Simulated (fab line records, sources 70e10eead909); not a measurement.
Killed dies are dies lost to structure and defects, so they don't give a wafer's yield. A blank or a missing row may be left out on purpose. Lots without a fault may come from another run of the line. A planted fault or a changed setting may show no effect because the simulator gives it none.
Chamber matching ; flow nand harc ; 4 sister chambers for NHARC_A_CHANNEL_FILL_D1_ALD_25 on ald hk-04
The step deposits SiOx, target thk 60 nm, pulse time 10 s, ald cycles 600. 16 wafers are shown with their chamber, then 8 later ones without.

## EACH WAFER AND ITS CHAMBER
wafer;chamber;heater power w (W);precursor pulse height rel
L075.2;2;445;1.008
L075.3;3;458;0.985
L075.4;1;411;0.976
L076.1;1;417;0.973
L076.2;0;493;1.028
L076.5;0;508;0.976
L083.1;0;514;1.016
L083.2;1;400;1.004
L083.5;0;513;0.971
L084.3;0;512;0.976
L084.5;2;454;1.027
L084.6;1;390;1.005
L088.4;3;441;1.044
L088.5;0;517;0.987
L088.6;1;408;1.013
L090.3;1;393;1.017

SIGNATURES, as means of the wafers listed above
reading;chamber 0;chamber 1;chamber 2;chamber 3;scatter within a chamber
heater power w;509.50;403.17;449.50;449.50;9.65
precursor pulse height rel;0.99233;0.99800;1.01750;1.01450;0.0234
Rule: for a wafer and a chamber, the distance is found by dividing, reading by reading, the gap between the wafer's reading and the chamber's mean by the reading's scatter, squaring, summing and taking the root. The wafer belongs to the nearest chamber; if the next one is less than 2 further off, it can't be placed. The scatter is the square root of a quotient: the sum, over the shown wafers, of each reading's squared deviation from its chamber's mean, divided by wafers minus chambers.

## WAFERS WHOSE CHAMBER IS MISSING
wafer;heater power w (W);precursor pulse height rel
L090.2;502;0.998
L090.6;400;1.018
L092.1;449;1.002
L092.5;395;0.997
L092.6;452;0.993
L094.3;506;0.992
L094.1;461;0.993
L094.6;514;0.998

## WHICH CHAMBER EACH ONE RAN IN
wafer;from the rows above;in truth
L090.2;0;0
L090.6;1;1
L092.1;can't be placed: 3 or 2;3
L092.5;1;1
L092.6;can't be placed: 3 or 2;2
L094.3;0;0
L094.1;can't be placed: 3 or 2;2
L094.6;0;0
Correct placement for 5 of the 8. Unplaceable from these rows: 3, with the true chamber sitting among the candidates in 3. Number placed wrongly: 0.
